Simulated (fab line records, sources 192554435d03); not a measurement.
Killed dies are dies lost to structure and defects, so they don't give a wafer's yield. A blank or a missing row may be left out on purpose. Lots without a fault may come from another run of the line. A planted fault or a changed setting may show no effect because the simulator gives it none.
Split-lot experiment | flow n5_finfet | 7 lots, 21 wafers read, on a route of 1938 steps

THE SPLIT
At N5_BEOL_M11_EXPOSE_25 (exposes mask V10), the setting dose_mj was moved away from the recipe's 85.5 on 7 of the 21 wafers read, by -5.5% to +4.9%. The other wafers ran this setting at the recipe's value.

FROM THE SPLIT TO THE READING: what the file shows between them, 2 steps
- N5_BEOL_M11_PEB_26: peb time 60 s
- N5_BEOL_M11_DEVELOP_27: develop time 30 s

THE READING
cd_nm, in nm, at N5_BEOL_M11_CD_MEAS_28 (target cd 70 nm). Fault-free wafers of this fab line usually give 70.6 nm, standard deviation 1.2 nm.

wafer  | tool, chamber at the split | dose_mj as run | against the recipe | cd_nm, nm | against lot-mates on the recipe
L082.1 | arfi_scanner-01, 0         | 89.7           | +4.9%              | 75.6      | +3.5
L082.2 | arfi_scanner-01, 0         | 89.7           | +4.9%              | 75.3      | +3.2
L082.6 | arfi_scanner-01, 0         | 85.5           | recipe             | 72.1      | -
L083.1 | arfi_scanner-01, 0         | 85.5           | recipe             | 68.8      | -
L083.4 | arfi_scanner-01, 0         | 85.5           | recipe             | 69.7      | -
L083.6 | arfi_scanner-01, 0         | 83.11          | -2.8%              | 66.9      | -2.3
L087.1 | arfi_scanner-03, 0         | 85.5           | recipe             | 71.8      | -
L087.4 | arfi_scanner-03, 0         | 85.5           | recipe             | 70.8      | -
L087.6 | arfi_scanner-03, 0         | 87.43          | +2.3%              | 73.2      | +1.9
L090.2 | arfi_scanner-02, 0         | 85.5           | recipe             | 71.7      | -
L090.3 | arfi_scanner-02, 0         | 85.5           | recipe             | 72.0      | -
L090.5 | arfi_scanner-02, 0         | 85.5           | recipe             | 72.2      | -
L092.1 | arfi_scanner-02, 0         | 85.5           | recipe             | 72.1      | -
L092.3 | arfi_scanner-02, 0         | 85.5           | recipe             | 71.9      | -
L092.5 | arfi_scanner-02, 0         | 85.5           | recipe             | 71.4      | -
L093.3 | arfi_scanner-03, 0         | 85.5           | recipe             | 72.0      | -
L093.4 | arfi_scanner-03, 0         | 80.78          | -5.5%              | 65.1      | -6.9
L093.6 | arfi_scanner-03, 0         | 80.78          | -5.5%              | 67.3      | -4.7
L094.1 | arfi_scanner-02, 0         | 85.5           | recipe             | 69.7      | -
L094.5 | arfi_scanner-02, 0         | 85.5           | recipe             | 69.2      | -
L094.6 | arfi_scanner-02, 0         | 89.49          | +4.7%              | 73.8      | +4.3

THE FIT
A straight line over all 21 wafers: cd_nm changes by +0.878 nm for each +1% of dose_mj; r = +0.90; the points scatter about the line by 1.2 nm.
The same after taking each lot's own level away (the mean of its wafers on the recipe; 21 wafers): +0.894 nm for each +1%; r = +0.97; scatter 0.61 nm.
On that fit, the largest move of dose_mj shifts the reading by 4.9 nm.
The lots' own levels span 69.25 to 72.10 nm, that is 2.4 times the standard deviation above.
So the lot-to-lot level changes the slope little: the two slopes agree.
Check: with one of the wafers moved furthest among these (-5.5%) left out of the fit, the line predicts -4.44 nm for it against its lot-mates. It came out at -6.9 nm against them.

THE FILE'S OWN FIT
cd_nm changes by +0.883 nm for each +1% of dose_mj, r = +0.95.
